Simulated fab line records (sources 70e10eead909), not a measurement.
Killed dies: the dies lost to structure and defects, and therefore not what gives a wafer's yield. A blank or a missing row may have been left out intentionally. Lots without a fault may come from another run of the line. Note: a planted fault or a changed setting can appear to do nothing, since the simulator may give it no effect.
Struck lot and sound lot, side by side / flow nand-harc / 15 out of 1159 route steps
Sound: the wafers L327.2, L327.3, L327.4. The struck wafers were L338.1, L338.3, L338.4. The cause is named last.
For every step that has rows: the tool of each side, followed by ch and its chambers, followed by its first start. Under that, the readings that differ: sound wafers / struck wafers / difference of the means / sigmas: that difference in standard deviations of wafers without a fault.
alike: same words and numbers on both sides, and readings whose means sit less than 2 such deviations apart. not compared: any withheld reading, any reading some wafer has no value for, any bound like >300 that may hide the same value, and any number with overlapping values for which the record gives no deviation.
A row with sigmas, a row that says differs or no value, or rows on one side alone: a step with any of these is where the two part. Non-overlapping numbers with no deviation appear without sigmas and do not part them. Lack of a reading on every wafer of one side parts them only where that side has two or more wafers.

first, 2 steps without rows for these wafers: NHARC_A_CONTACT_STRIP_104 (strips in CF4/CHF3); NHARC_A_CONTACT_STRIP_105 (strips in O2/COS).
NHARC_A_CONTACT_ETCH_106: etches the open film in CF4/O2, target depth 60 nm, overetch 6 nm, time 33 s.
  sound on rie-diel-13 ch 1,2,3, day 17 00:29; struck on rie-diel-13 ch 1,2,3, day 20 17:43
reading=rf-hours-counter-h (h); sound=23 23 20; struck=3 3 3; difference=-19; sigmas=
  alike: drypump-motor-current-A, oes_o_777_au, oes-product-au, rf-vpp-V, showerhead-plenum-p-Torr, throttle-valve-pct
NHARC_A_CONTACT_STRIP_82: strips in O2.
  sound on rie-diel-13 ch 0,1,2; struck on rie-diel-13 ch 0,1,2
reading=rf-hours-counter-h (h); sound=23 23 21; struck=2 3 3; difference=-20; sigmas=
  alike: drypump-motor-current-A, oes-product-au, rf-vpp-V, showerhead-plenum-p-Torr, throttle-valve-pct
then, 1 step without rows for these wafers: NHARC_A_CONTACT_STRIP_83 (strips in post etch residue remover, time 600 s).
NHARC_A_CONTACT_DEP_84: deposits aC, target thk 2000 nm.
  sound on acl-dep-02 ch 0, day 17 01:21; struck on acl-dep-03 ch 0, day 20 19:49
  alike: throttle-valve-pct
NHARC_A_CONTACT_DEP_85: deposits SiON, target thk 50 nm.
  sound on pecvd-03 ch 0,2, day 17 02:26; struck on pecvd-04 ch 0,1,2, day 20 21:06
  alike: heater-power-w
then, 5 steps without rows for these wafers: NHARC_A_CONTACT_DEHYDRATE_00 (time 120 s); NHARC_A_CONTACT_HMDS_01 (time 30 s); NHARC_A_CONTACT_COAT_86 (time 75 s); NHARC_A_CONTACT_COAT_87 (time 65 s); NHARC_A_CONTACT_COAT_02 (resist thk 90 nm).
NHARC_A_CONTACT_SOFTBAKE_03: time 55 s.
  sound on litho-track-04 ch 0, day 17 02:00; struck on litho-track-06 ch 0, day 20 21:00
reading=heater-power-total-W (W); sound=188.29 188.62 188.46; struck=185.44 185.44 185.46; difference=-3.01; sigmas=-23
then, 1 step without rows for these wafers: NHARC_A_CONTACT_EBR_04.
-- record jumps: 3 days between struck wafers' starts before vs after; left off in module A_CONTACT, resumes in module END, first step shown is number 1159 of the route --
NHARC_END_SORT_01:
  sound on prober-02 ch 0, day 19 14:18; struck on prober-01 ch 0, day 23 21:34
  alike: killed-at-array, killed-at-other, killed-at-periphery, killed-dies, killed-open, killed-short

== WHERE THEY PART ==
NHARC_A_CONTACT_SOFTBAKE_03 only, going by this record. Later steps at which nothing parts them and some readings are alike: NHARC_END_SORT_01.

WHY: the cause the simulator had injected
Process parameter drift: litho-track-06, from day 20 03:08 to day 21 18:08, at NHARC_A_CONTACT_SOFTBAKE_03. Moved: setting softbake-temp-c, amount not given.
